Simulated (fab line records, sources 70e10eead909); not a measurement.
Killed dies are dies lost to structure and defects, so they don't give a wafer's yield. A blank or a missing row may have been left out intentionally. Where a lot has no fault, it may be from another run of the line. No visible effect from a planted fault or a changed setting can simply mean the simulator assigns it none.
fab line records	flow nand-harc
[record] lots = 6	wafers = 18	last-day = 31
route steps=1302 shown A_CHANNEL_HOLE_D1@465
lots untouched by any fault: they come from a run of this same line in which no faults occurred
start-h: hours from the record's first day to the start of the lot's first wafer shown	wait-h: hours elapsed since this lot's preceding step	" the same as in the row above	L1.1+2: a single row standing in for several wafers	- either no value or no given start	* or withheld: withheld	< > ~ a bound
route shown NAME@n: a module of which the file shows steps, and the number in the route of the first	usual: mean/standard deviation of fault-free wafers	same: alike in all rows	chamber/n: place in a boat	sites: the reading at each site	_std_site: standard deviation across them	_edge_site: outer sites' mean less inner sites'	radius-mm: how far each site lies from the wafer's centre	mask NAME#n: copy n	behind: tool/chamber where the wafer was last shaped	hold: reason for holding the lot/hours on hold/outcome of the hold	device: the transistor (n, p or np) that didn't switch	end of line: the same wafers' tests at the end of the route	for a step that has no rows: nothing shown but its recipe	killed: dies lost to structure and defects at the first sort, not the wafer's yield	map: a wafer's dies, marking killed ones x, the rest . and places with no die _
set.NAME: the setting as run; set.NAME@STEP: as run at that earlier step	model.NAME: the simulator's own value behind a step, which no gauge read
lots seen at some steps along the route; tables by step, rows by wafer
services: when a tool's chamber went out of use (start-h, in hours from the record's first day, below 0 if earlier), for how many hours, and the reason
[[steps]]
[step NHARC_A_CHANNEL_HOLE_D1_DESCUM_15]
[recipe] time-s = 3	o2-flow-sccm = 200	ar-flow-sccm = 0	bias-power-w = 0	chemistry = O2
[step NHARC_A_CHANNEL_HOLE_D1_ETCH_38]
[recipe] target-depth-a = 390	over-etch-frac = 0.3	time-s = 65	ion-energy-ev = 80	cf4-flow-sccm = 150	ar-flow-sccm = 0	rf-w = 300	bias-w = 100	chemistry = CF4
[usual] bias-w = 99.99/0.28	cf4-flow-sccm = 150.0/0.46	drypump-motor-current-A = 5.9/0.47	mfc-ar-sccm = 0.009/0.012	oes-product-au = 0.999/0.013	rf-vpp-V = 151.2/1.1	showerhead-plenum-p-Torr = 1.77/0.055	throttle-valve-pct = 13.285/0.0084
lot.wafer	tool	chamber	start-h	wait-h	bias-w	cf4-flow-sccm	drypump-motor-current-A	mfc-ar-sccm	oes-product-au	rf-hours-counter-h	rf-vpp-V	showerhead-plenum-p-Torr	throttle-valve-pct
L658.4	rie-diel-13	0	256.17	0.1	99.99	149.6	5.5	0	0.983	5	151.1	1.74	13.302
L658.1	"	2	"	"	99.84	150.2	6.2	0	0.975	5	151.9	1.74	13.285
L658.5	"	0	"	"	100.12	150.0	5.5	0	0.988	-	153.2	1.74	13.286
L659.3	rie-diel-13	3	257.64	0.1	99.72	150.1	5.3	0	1.000	6	151.7	1.83	13.290
L659.5	"	2	"	"	99.78	150.2	6.3	0	0.974	-	151.9	1.74	13.297
L659.6	"	3	"	"	99.76	150.3	5.3	0	0.987	-	151.3	1.83	13.278
L661.3	rie-diel-13	2	278.70	0.1	100.20	149.9	6.3	0	0.995	7	152.0	1.74	13.294
L661.1	"	3	"	"	100.05	149.9	5.3	0	0.997	8	151.5	1.83	13.300
L661.5	"	1	"	"	99.97	150.1	6.5	0.007	1.009	-	151.0	1.75	13.274
L666.2	rie-diel-05	2	322.20	0.1	99.85	148.7	5.7	0.027	1.010	26	153.5	1.90	13.283
L666.4	"	3	"	"	100.08	150.3	5.5	0.015	1.009	26	151.2	1.76	13.289
L666.1	"	1	"	"	100.04	150.0	6.3	0.023	0.995	29	151.6	1.88	13.279
L668.3	rie-diel-13	1	338.53	0.1	100.23	150.7	6.5	0.007	1.015	11	151.5	1.75	13.287
L668.4	"	3	"	"	99.61	149.6	5.3	0	0.986	14	151.9	1.83	13.279
L668.5	"	2	"	"	99.99	149.8	6.3	0	0.991	-	151.0	1.74	13.277
L667.2	rie-diel-05	2	338.93	0.1	99.95	150.0	5.7	0.027	1.008	33	153.0	1.90	13.276
L667.5	"	3	"	"	100.13	149.2	5.5	0.015	1.012	-	150.3	1.76	13.286
L667.6	"	0	"	"	99.83	150.5	5.7	0.006	1.034	-	150.3	1.72	13.297
[step NHARC_A_CHANNEL_HOLE_D1_ETCH_39]
[recipe] target-depth-a = 2600	over-etch-frac = 0.3	time-s = 325	ion-energy-ev = 200	n2-flow-sccm = 150	h2-flow-sccm = 150	ar-flow-sccm = 0	rf-w = 400	bias-w = 150	chemistry = N2/H2
[usual] bias-w = 149.9/0.46	chamber-pressure-mTorr = 29.998/0.029	drypump-motor-current-A = 5.8/0.47	mfc-ar-sccm = 0.008/0.012	oes-product-au = 1.000/0.013	rf-vpp-V = 430.6/2	showerhead-plenum-p-Torr = 2.04/0.067	throttle-valve-pct = 14.171/0.0096
lot.wafer	tool	chamber	start-h	wait-h	bias-w	chamber-pressure-mTorr	drypump-motor-current-A	mfc-ar-sccm	oes-product-au	rf-hours-counter-h	rf-vpp-V	showerhead-plenum-p-Torr	throttle-valve-pct
L658.1	rie-diel-13	2	-	-	149.7	30.014	6.3	0	0.986	5	430.3	2.00	14.150
L658.4	"	0	"	"	150.7	30.024	5.5	0	0.984	5	429.4	2.00	14.177
L658.5	"	2	"	"	150.0	29.987	6.3	0	0.984	-	430.5	2.00	14.170
L659.3	rie-diel-13	0	-	-	150.1	29.980	5.5	0	0.993	6	430.2	2.00	14.173
L659.6	"	1	"	"	149.8	30.030	6.5	0.007	1.015	-	428.8	2.01	14.169
L659.5	"	2	"	"	149.7	29.972	6.3	0	0.989	-	429.0	2.00	14.182
L661.3	rie-diel-13	2	-	-	150.2	30.058	6.3	0	0.989	7	429.3	2.00	14.166
L661.1	"	0	"	"	149.9	29.952	5.4	0	0.993	8	428.9	2.00	14.158
L661.5	"	2	"	"	149.9	30.024	6.3	0	0.995	-	430.3	2.00	14.167
L666.2	rie-diel-05	0	-	-	149.7	30.025	5.6	0.006	1.032	27	427.9	1.98	14.189
L666.1	"	1	"	"	149.7	30.017	6.3	0.023	1.004	29	434.8	2.18	14.179
L666.4	"	2	"	"	150.3	30.002	5.7	0.027	1.015	26	434.7	2.21	14.158
L668.4	rie-diel-13	2	-	-	150.4	30.037	6.3	0	0.989	13	429.0	2.00	14.185
L668.3	"	0	"	"	149.8	30.008	5.4	0	0.983	13	429.4	2.00	14.182
L668.5	"	1	"	"	150.0	30.003	6.5	0.007	1.011	-	429.7	2.01	14.179
L667.2	rie-diel-05	2	-	-	150.1	30.012	5.7	0.027	1.000	33	435.3	2.21	14.167
L667.6	"	1	"	"	150.4	29.994	6.3	0.023	0.992	-	434.8	2.18	14.175
L667.5	"	2	"	"	149.9	30.023	5.7	0.027	1.014	-	434.1	2.21	14.176
[step NHARC_A_CHANNEL_HOLE_D1_ETCH_34]
[recipe] target-depth-a = 1540	time-s = 77	cf4-flow-sccm = 100	chf3-flow-sccm = 30	ar-flow-sccm = 0	rf-w = 500	bias-w = 200	chemistry = CF4/CHF3
[step NHARC_A_CHANNEL_HOLE_D1_ETCH_16]
[recipe] target-depth-a = 31000	over-etch-frac = 0.3	time-s = 806	ion-energy-ev = 150	o2-flow-sccm = 400	cos-flow-sccm = 20	ar-flow-sccm = 0	rf-w = 500	bias-w = 300	chemistry = O2/COS
[usual] bias-w = 300.0/0.91	chamber-pressure-mTorr = 20.000/0.02	drypump-motor-current-A = 5.8/0.44	mfc-ar-sccm = 0.008/0.012	oes-product-au = 1.000/0.012	rf-vpp-V = 314.4/1.6	showerhead-plenum-p-Torr = 3.13/0.097	throttle-valve-pct = 28.329/0.0087
lot.wafer	tool	chamber	start-h	wait-h	bias-w	chamber-pressure-mTorr	drypump-motor-current-A	mfc-ar-sccm	oes-product-au	rf-hours-counter-h	rf-vpp-V	showerhead-plenum-p-Torr	throttle-valve-pct
L658.4	rie-diel-13	0	-	-	299.0	19.993	5.5	0	0.995	5	313.9	3.06	28.341
L658.1	"	1	"	"	300.2	19.954	6.5	0.007	1.018	4	315.3	3.09	28.339
L658.5	"	3	"	"	300.2	20.038	5.4	0	0.994	-	315.4	3.24	28.330
L659.3	rie-diel-13	1	-	-	299.4	19.977	6.6	0.007	1.013	5	315.2	3.09	28.322
L659.6	"	3	"	"	300.5	19.988	5.3	0	0.992	-	316.4	3.24	28.325
L659.5	"	0	"	"	299.9	20.009	5.5	0	0.988	-	313.4	3.06	28.328
L661.1	rie-diel-13	2	-	-	299.7	20.016	6.3	0	0.988	8	313.8	3.07	28.313
L661.3	"	1	"	"	298.5	19.964	6.5	0.007	1.023	6	314.0	3.09	28.315
L661.5	"	2	"	"	299.6	20.017	6.3	0	0.990	-	314.8	3.07	28.328
L666.4	rie-diel-05	3	-	-	299.2	20.003	5.5	0.015	1.004	26	314.2	3.11	28.341
L666.1	"	0	"	"	299.3	20.029	5.7	0.006	1.023	27	313.5	3.04	28.336
L666.2	"	1	"	"	300.2	19.995	6.4	0.023	1.003	30	317.4	3.33	28.340
L668.4	rie-diel-13	0	-	-	301.0	20.009	5.5	0	0.971	13	314.0	3.06	28.336
L668.3	"	1	"	"	301.0	19.964	6.5	0.007	1.022	11	313.7	3.08	28.316
L668.5	"	0	"	"	299.2	19.981	5.5	0	0.969	-	313.7	3.06	28.321
L667.2	rie-diel-05	2	-	-	299.2	19.989	5.7	0.027	1.014	33	316.5	3.36	28.346
L667.6	"	3	"	"	300.6	20.025	5.5	0.015	1.011	-	312.5	3.11	28.340
L667.5	"	0	"	"	301.7	20.004	5.7	0.006	1.025	-	315.0	3.04	28.328
[step NHARC_A_CHANNEL_HOLE_D1_CD_MEAS_18]
[usual] cd-nm = 99/3
lot.wafer	tool	chamber	start-h	wait-h	cd-nm
L658.1	cd-sem-03	-	257.19	-	96
L658.4	"	-	"	"	98
L658.5	"	-	"	"	97
L659.3	cd-sem-02	-	258.65	-	91
L659.5	"	-	"	"	94
L659.6	"	-	"	"	98
L661.1	cd-sem-03	-	279.72	-	99
L661.3	"	-	"	"	95
L661.5	"	-	"	"	100
L666.1	cd-sem-03	-	323.23	-	100
L666.2	"	-	"	"	100
L666.4	"	-	"	"	100
L668.3	cd-sem-01	-	339.57	-	100
L668.4	"	-	"	"	94
L668.5	"	-	"	"	99
L667.2	cd-sem-03	-	339.94	-	96
L667.5	"	-	"	"	99
L667.6	"	-	"	"	98
[step NHARC_A_CHANNEL_HOLE_D1_ETCH_19]
[recipe] bias-v = 1200	source-w = 2500	pressure-mtorr = 15	time-s = 34.5	ar-flow-sccm = 375	c4f8-flow-sccm = 28.8	o2-flow-sccm = 96.2	temp-c = -20	target-depth-a = *	chemistry = C4F8/O2/Ar
[step NHARC_A_CHANNEL_HOLE_D1_ETCH_20]
[recipe] bias-v = 3000	source-w = withheld	pressure-mtorr = 20	time-s = 361.9	ar-flow-sccm = 375	c4f8-flow-sccm = 89.3	o2-flow-sccm = 35.7	temp-c = -20	target-depth-a = 16000	chemistry = C4F8/O2/Ar
[step NHARC_A_CHANNEL_HOLE_D1_ETCH_21]
[recipe] bias-v = 3000	source-w = withheld	pressure-mtorr = 20	time-s = 514.3	ar-flow-sccm = 375	c4f8-flow-sccm = 89.3	o2-flow-sccm = 35.7	temp-c = -20	target-depth-a = 16000	chemistry = C4F8/O2/Ar
[step NHARC_A_CHANNEL_HOLE_D1_ETCH_22]
[recipe] bias-v = 3000	source-w = withheld	pressure-mtorr = 20	time-s = 666.7	ar-flow-sccm = 375	c4f8-flow-sccm = 89.3	o2-flow-sccm = 35.7	temp-c = -20	target-depth-a = 16000	chemistry = C4F8/O2/Ar
[step NHARC_A_CHANNEL_HOLE_D1_ETCH_23]
[recipe] bias-v = 5000	source-w = withheld	pressure-mtorr = 20	time-s = 819	ar-flow-sccm = 375	c4f8-flow-sccm = 89.3	o2-flow-sccm = 35.7	temp-c = -20	target-depth-a = 16000	chemistry = C4F8/O2/Ar
[usual] c4f8-flow-sccm = 89.29/0.27	chamber-pressure-mTorr = 20.004/0.02	drypump-motor-current-A = 5.8/0.73	mfc-ar-sccm = 375.0/1.1	showerhead-plenum-p-Torr = 3.69/0.064	throttle-valve-pct = 32.155/0.009
lot.wafer	tool	chamber	start-h	wait-h	c4f8-flow-sccm	chamber-pressure-mTorr	drypump-motor-current-A	mfc-ar-sccm	rf-hours-counter-h	showerhead-plenum-p-Torr	throttle-valve-pct
L658.1	har-etch-02	0	260.95	0.5	89.36	20.015	4.9	374.6	345	3.74	32.146
L658.4	"	0	"	"	88.83	19.998	4.9	375.9	-	3.74	32.154
L658.5	"	0	"	"	89.27	20.019	4.9	375.7	-	3.74	32.158
L659.3	har-etch-01	1	262.57	0.5	90.05	19.986	5.3	375.2	-	3.71	32.149
L659.6	"	1	"	"	89.89	20.005	5.3	374.6	-	3.71	32.142
L659.5	"	0	"	"	89.29	19.980	6.8	375.2	-	3.71	32.163
L661.1	har-etch-02	0	286.03	0.5	89.20	19.999	4.9	375.3	356	3.73	32.161
L661.3	"	0	"	"	88.98	20.032	4.9	375.4	-	3.73	32.157
L661.5	"	0	"	"	89.35	20.006	4.9	375.3	-	3.73	32.146
L666.2	har-etch-01	1	325.66	0.5	89.23	20.000	5.3	378.1	170	3.69	32.148
L666.1	"	0	"	"	89.55	19.979	6.7	377.1	170	3.69	32.153
L666.4	"	1	"	"	89.28	19.968	5.4	376.3	-	3.69	32.145
L668.4	har-etch-02	0	342.20	0.5	89.04	20.007	4.9	373.9	-	3.71	32.148
L668.3	"	1	"	"	89.53	19.983	6.2	375.2	-	3.57	32.163
L668.5	"	1	"	"	89.85	20.015	6.2	374.0	-	3.57	32.164
L667.2	har-etch-01	0	344.70	0.5	89.34	19.981	6.8	374.0	181	3.68	32.162
L667.6	"	0	"	"	89.41	19.998	6.8	374.6	-	3.68	32.148
L667.5	"	1	"	"	89.70	19.999	5.4	374.4	-	3.68	32.149
[step NHARC_A_CHANNEL_HOLE_D1_ETCH_24]
[recipe] bias-v = 5000	source-w = withheld	pressure-mtorr = 20	time-s = 906.2	ar-flow-sccm = 375	c4f8-flow-sccm = 93.8	o2-flow-sccm = 31.2	temp-c = -20	target-depth-a = 15000	chemistry = C4F8/O2/Ar
[step NHARC_A_CHANNEL_HOLE_D1_ETCH_25]
[recipe] bias-v = 5000	source-w = withheld	pressure-mtorr = 20	time-s = 1040.2	ar-flow-sccm = 375	c4f8-flow-sccm = 93.8	o2-flow-sccm = 31.2	temp-c = -20	target-depth-a = 15000	chemistry = C4F8/O2/Ar
[usual] c4f8-flow-sccm = 93.81/0.29	chamber-pressure-mTorr = 20.002/0.018	drypump-motor-current-A = 5.8/0.73	mfc-ar-sccm = 374.9/1	showerhead-plenum-p-Torr = 3.68/0.064	throttle-valve-pct = 32.237/0.0098
lot.wafer	tool	chamber	start-h	wait-h	c4f8-flow-sccm	chamber-pressure-mTorr	drypump-motor-current-A	mfc-ar-sccm	rf-hours-counter-h	showerhead-plenum-p-Torr	throttle-valve-pct
L658.1	har-etch-02	0	262.44	0.7	94.15	19.999	4.8	376.8	346	3.73	32.229
L658.4	"	0	"	"	94.18	20.008	4.8	375.8	-	3.73	32.246
L658.5	"	0	"	"	93.95	20.016	4.9	375.1	-	3.73	32.242
L659.3	har-etch-01	1	264.09	0.7	93.92	20.005	5.4	375.6	-	3.70	32.228
L659.6	"	1	"	"	93.73	19.976	5.4	375.8	-	3.70	32.250
L659.5	"	0	"	"	93.64	19.966	6.8	375.9	-	3.70	32.247
L661.1	har-etch-02	0	287.53	0.7	94.16	19.978	4.9	374.9	358	3.73	32.260
L661.3	"	0	"	"	93.51	20.025	4.9	374.5	-	3.73	32.246
L661.5	"	0	"	"	93.80	20.002	4.9	374.3	-	3.73	32.230
L666.2	har-etch-01	1	327.15	0.6	-	-	-	-	-	-	-
L666.1	"	0	"	"	-	-	-	-	-	-	-
L666.4	"	1	"	"	-	-	-	-	-	-	-
L668.4	har-etch-02	0	343.72	0.7	-	-	-	-	-	-	-
L668.3	"	1	"	"	-	-	-	-	-	-	-
L668.5	"	1	"	"	-	-	-	-	-	-	-
L667.2	har-etch-01	0	346.17	0.6	93.56	20.012	6.8	375.7	183	3.68	32.246
L667.6	"	0	"	"	93.36	20.004	6.8	374.1	-	3.68	32.226
L667.5	"	1	"	"	94.09	20.004	5.4	372.5	-	3.68	32.236
[step NHARC_A_CHANNEL_HOLE_D1_ETCH_26]
[recipe] bias-v = 300	source-w = 2000	pressure-mtorr = 30	time-s = 224.1	ar-flow-sccm = 375	c4f8-flow-sccm = 11.4	o2-flow-sccm = 113.6	temp-c = -20	target-depth-a = 3000	chemistry = C4F8/O2/Ar
[step NHARC_A_CHANNEL_HOLE_D1_ETCH_33]
[recipe] bias-v = 400	source-w = 2000	pressure-mtorr = 25	time-s = 90	ar-flow-sccm = 375	c4f8-flow-sccm = 41.7	o2-flow-sccm = 83.3	temp-c = -20	target-depth-a = 4000	chemistry = C4F8/O2/Ar
[step NHARC_A_CHANNEL_HOLE_D1_STRIP_41]
[recipe] n2-flow-sccm = 150	h2-flow-sccm = 150	ar-flow-sccm = 0	bias-w = 0	chemistry = N2/H2
[step NHARC_A_CHANNEL_HOLE_D1_STRIP_42]
[recipe] cf4-flow-sccm = 100	chf3-flow-sccm = 30	ar-flow-sccm = 0	bias-w = 0	chemistry = CF4/CHF3
[step NHARC_A_CHANNEL_HOLE_D1_STRIP_43]
[recipe] o2-flow-sccm = 400	cos-flow-sccm = 20	ar-flow-sccm = 0	bias-w = 0	chemistry = O2/COS
[step NHARC_A_CHANNEL_HOLE_D1_ETCH_44]
[recipe] target-depth-a = 1400	overetch-a = 140	time-s = 77	ion-energy-ev = 100	cf4-flow-sccm = 80	o2-flow-sccm = 20	ar-flow-sccm = 0	rf-w = 300	bias-w = 100	chemistry = CF4/O2
[usual] bias-w = 99.98/0.29	cf4-flow-sccm = 80.01/0.25	drypump-motor-current-A = 5.8/0.46	mfc-ar-sccm = 0.008/0.013	oes_f_703_au = 1.000/0.0043	oes-product-au = 0.999/0.015	rf-vpp-V = 197.9/1	showerhead-plenum-p-Torr = 1.34/0.039	throttle-valve-pct = 13.396/0.0089
lot.wafer	tool	chamber	start-h	wait-h	bias-w	cf4-flow-sccm	drypump-motor-current-A	mfc-ar-sccm	oes_f_703_au	oes-product-au	rf-hours-counter-h	rf-vpp-V	showerhead-plenum-p-Torr	throttle-valve-pct	model.A_CHANNEL_HOLE_D1.cd-nm
L658.4	rie-diel-05	1	264.15	0.1	99.83	80.03	6.3	0.023	1.003	0.991	8	199.1	1.43	13.398	91.93
L658.1	"	2	"	"	100.22	79.83	5.7	0.027	1.006	1.004	8	201.2	1.44	13.398	90
L658.5	"	3	"	"	99.68	79.77	5.5	0.015	0.993	1.008	-	198.0	1.33	13.400	90.75
L659.3	rie-diel-13	0	265.62	0.1	100.06	80.09	5.5	0	1.001	0.988	7	196.9	1.31	13.412	89.45
L659.5	"	0	"	"	100.41	79.68	5.5	0	1.000	0.999	-	196.9	1.31	13.405	86.79
L659.6	"	1	"	"	99.76	80.40	6.5	0.007	0.998	1.014	-	197.7	1.32	13.390	90.65
L661.3	rie-diel-13	2	289.22	0.1	100.39	80.03	6.3	0	0.998	0.985	8	198.0	1.31	13.407	88.69
L661.1	"	3	"	"	100.37	80.44	5.3	0	1.000	0.997	9	198.5	1.39	13.397	93.23
L661.5	"	3	"	"	99.84	80.45	5.4	0	0.997	0.988	-	198.5	1.39	13.390	91.18
L666.4	rie-diel-13	3	328.97	0.0	100.26	80.29	5.3	0	1.003	0.992	14	199.8	1.38	13.385	99.73
L666.1	"	0	"	"	100.12	79.78	5.4	0	0.999	0.977	12	197.1	1.31	13.393	99.85
L666.2	"	1	"	"	100.04	80.00	6.5	0.007	1.000	1.015	11	196.6	1.32	13.370	99.69
L668.3	rie-diel-05	3	345.33	0.0	100.04	80.13	5.5	0.015	1.008	1.001	36	198.2	1.33	13.406	100.5
L668.4	"	1	"	"	99.87	79.87	6.3	0.023	0.995	0.997	36	199.1	1.42	13.388	94.22
L668.5	"	3	"	"	100.02	79.85	5.5	0.015	0.998	1.007	-	197.5	1.33	13.388	98.68
L667.2	rie-diel-06	0	348.03	0.1	99.85	80.03	6.1	0	0.998	1.005	7	198.3	1.35	13.379	89.67
L667.6	"	1	"	"	100.19	79.88	5.9	0.024	0.997	1.005	-	197.1	1.31	13.395	88.5
L667.5	"	2	"	"	99.87	80.14	5.3	0.012	1.002	0.977	-	199.3	1.37	13.396	89.17
[step NHARC_A_CHANNEL_HOLE_D1_STRIP_27]
[recipe] o2-flow-sccm = 500	ar-flow-sccm = 0	bias-w = 0	chemistry = O2
[usual] drypump-motor-current-A = 5.8/0.47	mfc-ar-sccm = 0.008/0.013	oes-product-au = 0.998/0.014	rf-vpp-V = 57.8/0.91	showerhead-plenum-p-Torr = 3.55/0.1	throttle-valve-pct = 17.037/0.0091
lot.wafer	tool	chamber	start-h	wait-h	drypump-motor-current-A	mfc-ar-sccm	oes-product-au	rf-hours-counter-h	rf-vpp-V	showerhead-plenum-p-Torr	throttle-valve-pct
L658.4	rie-diel-05	3	-	-	5.5	0.015	1.005	11	57.3	3.52	17.041
L658.1	"	1	"	"	6.3	0.023	0.995	8	58.3	3.77	17.029
L658.5	"	3	"	"	5.5	0.015	1.001	-	58.6	3.52	17.030
L659.3	rie-diel-13	1	-	-	6.5	0.007	1.009	5	57.7	3.49	17.041
L659.6	"	2	"	"	6.3	0	0.987	-	57.7	3.47	17.029
L659.5	"	3	"	"	5.4	0	0.993	-	57.4	3.66	17.042
L661.3	rie-diel-13	0	-	-	5.4	0	0.975	8	56.9	3.46	17.039
L661.1	"	3	"	"	5.3	0	0.986	9	58.5	3.66	17.035
L661.5	"	0	"	"	5.5	0	0.971	-	58.6	3.46	17.041
L666.4	rie-diel-13	3	-	-	5.3	0	0.988	14	58.2	3.65	17.040
L666.2	"	0	"	"	5.5	0	0.986	12	59.2	3.46	17.039
L666.1	"	2	"	"	6.3	0	0.988	12	57.9	3.47	17.032
L668.4	rie-diel-05	0	-	-	5.6	0.006	1.038	35	57.7	3.43	17.046
L668.3	"	2	"	"	5.7	0.027	1.015	35	58.8	3.79	17.045
L668.5	"	1	"	"	6.4	0.023	1.006	-	58.3	3.75	17.043
L667.2	rie-diel-06	1	-	-	5.9	0.024	1.010	8	56.2	3.47	17.035
L667.5	"	1	"	"	5.9	0.024	1.002	-	56.6	3.47	17.042
L667.6	"	2	"	"	5.3	0.012	0.978	-	57.1	3.61	17.045
[step NHARC_A_CHANNEL_HOLE_D1_PRECLEAN_28]
[recipe] time-s = *	temp-c = 50	bath-age-min = 0	chemistry = SC1
[step NHARC_A_CHANNEL_HOLE_D1_SRD_29]
[step NHARC_A_CHANNEL_HOLE_D1_CD_MEAS_30]
[usual] cd-nm = 90.3/1.5
lot.wafer	tool	chamber	start-h	wait-h	cd-nm
L658.1	cd-sem-03	-	264.94	-	90.0
L658.4	"	-	"	"	92.0
L658.5	"	-	"	"	90.8
L659.3	cd-sem-02	-	266.42	-	88.9
L659.5	"	-	"	"	86.3
L659.6	"	-	"	"	89.7
L661.1	cd-sem-03	-	290.01	-	92.6
L661.3	"	-	"	"	89.1
L661.5	"	-	"	"	91.7
L666.1	cd-sem-03	-	329.76	-	0.9
L666.2	"	-	"	"	1.6
L666.4	"	-	"	"	0.8
L668.3	cd-sem-01	-	346.14	-	0.4
L668.4	"	-	"	"	0.1
L668.5	"	-	"	"	0.3
L667.2	cd-sem-03	-	348.80	-	89.7
L667.5	"	-	"	"	89.3
L667.6	"	-	"	"	89.4
[step NHARC_A_CHANNEL_HOLE_D1_XSEM_31]
[recipe] landing-energy-ev = 35000
[usual] bot-cd-nm = 75.0/1.6	bow-nm = 8.55/0.28	tilt-deg = 0.06/0.048
lot.wafer	tool	chamber	start-h	wait-h	bot-cd-nm	bow-nm	tilt-deg
L658.1	xsem-01	0	265.03	0.1	74.3	8.20	0.09
L658.4	"	0	"	"	76.3	8.13	0.09
L658.5	"	0	"	"	75.6	8.19	0.09
L659.3	xsem-02	0	266.52	0.1	73.8	8.68	0.02
L659.5	"	0	"	"	70.7	8.76	0.02
L659.6	"	0	"	"	75.2	8.76	0.02
L661.1	xsem-02	0	290.10	0.1	77.7	8.31	0.06
L661.3	"	0	"	"	74.0	8.40	0.06
L661.5	"	0	"	"	76.3	8.38	0.06
L666.1	xsem-01	0	329.84	0.1	0.5	0.35	0.14
L666.2	"	0	"	"	1.9	0.35	0.14
L666.4	"	0	"	"	0.8	0.36	0.14
L668.3	xsem-02	0	346.23	0.1	1.1	0.23	0.07
L668.4	"	0	"	"	0.7	0.23	0.07
L668.5	"	0	"	"	0.7	0.23	0.07
L667.2	xsem-01	0	348.88	0.1	73.8	8.31	0.04
L667.5	"	0	"	"	72.8	8.28	0.04
L667.6	"	0	"	"	73.6	8.29	0.04
[step NHARC_A_CHANNEL_HOLE_D1_INSPECT_40]
[usual] raw-defect-count = 79/28
lot.wafer	tool	chamber	start-h	wait-h	raw-defect-count
L658.1	defect-inspect-02	-	265.12	-	108
L658.4	"	-	"	"	104
L658.5	"	-	"	"	116
L659.3	defect-inspect-01	-	266.61	-	32
L659.5	"	-	"	"	52
L659.6	"	-	"	"	43
L661.1	defect-inspect-02	-	290.20	-	110
L661.3	"	-	"	"	86
L661.5	"	-	"	"	102
L666.1	defect-inspect-01	-	329.94	-	59
L666.2	"	-	"	"	86
L666.4	"	-	"	"	52
L668.3	defect-inspect-01	-	346.32	-	114
L668.4	"	-	"	"	132
L668.5	"	-	"	"	89
L667.2	defect-inspect-02	-	348.98	-	53
L667.5	"	-	"	"	59
L667.6	"	-	"	"	61
[[services]]
tool	chamber	start-h	hours	kind
rie-diel-13	0	247.73	-	clean
rie-diel-13	1	247.73	-	clean
rie-diel-13	2	247.73	-	clean
rie-diel-13	3	247.73	-	clean
rie-diel-13	0	272.27	-	clean
rie-diel-13	1	272.27	-	clean
rie-diel-13	2	272.27	-	clean
rie-diel-13	3	272.27	-	clean
rie-diel-13	0	296.77	-	clean
rie-diel-13	1	296.77	-	clean
rie-diel-13	2	296.77	-	clean
rie-diel-13	3	296.77	-	clean
rie-diel-06	-	308.02	9.0	pm
rie-diel-13	2	310.75	4.6	repair
rie-diel-05	0	314.67	5.5	repair
rie-diel-13	0	321.27	-	clean
rie-diel-13	1	321.27	-	clean
rie-diel-13	2	321.27	-	clean
rie-diel-13	3	321.27	-	clean
har-etch-01	-	332.40	5.6	repair
rie-diel-13	-	342.23	9.0	pm
rie-diel-13	0	342.23	9.0	vent-cycle
rie-diel-13	1	342.23	9.0	vent-cycle
rie-diel-13	2	342.23	9.0	vent-cycle
[[key]]
[first-sign] step = NHARC_A_CHANNEL_HOLE_D1_ETCH_25	reading = tool-record	direction = missing
[effect] step = NHARC_A_CHANNEL_HOLE_D1_CD_MEAS_30	reading = cd-nm	direction = down	sigmas = 61	usual = 90.3	struck = 0.7
[effect] step = NHARC_A_CHANNEL_HOLE_D1_XSEM_31	reading = bot-cd-nm	direction = down	sigmas = 48	usual = 75.0	struck = 1.0
[model-effect] step = NHARC_A_CHANNEL_HOLE_D1_ETCH_44	value = A_CHANNEL_HOLE_D1.cd-nm	without = 90.02	struck = 98.78
met-at NHARC_A_CHANNEL_HOLE_D1_ETCH_25
struck-wafers L666.1,L666.2,L666.4,L668.3,L668.4,L668.5
later-rows-left-out L666.1,L666.2,L666.4,L668.3,L668.4,L668.5
sort-left-out L666.1,L666.2,L666.4,L668.3,L668.4,L668.5
tester-left-out L666,L668
onset-between 287.53 327.15
[fault] kind = skipped-step-whole	tool = har-etch-01,har-etch-02	chamber = -	onset-h = 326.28	steps = NHARC_A_CHANNEL_HOLE_D1_ETCH_25	scope = struck-lots-only
// tester-left-out: of these lots the tester's yield and bins aren't shown, on N5 and GAA mostly nor the transistor test; their killed dies are dies lost to structure and defects alone, not to doping, threshold or leakage, so they don't give the yield
// sort-left-out: the simulated sort isn't trusted on such a fault, so these wafers' sort isn't shown, and their yield isn't known
// later-rows-left-out: the simulator's readings of these wafers behind a module that went badly wrong aren't trusted and aren't shown, but for the sort
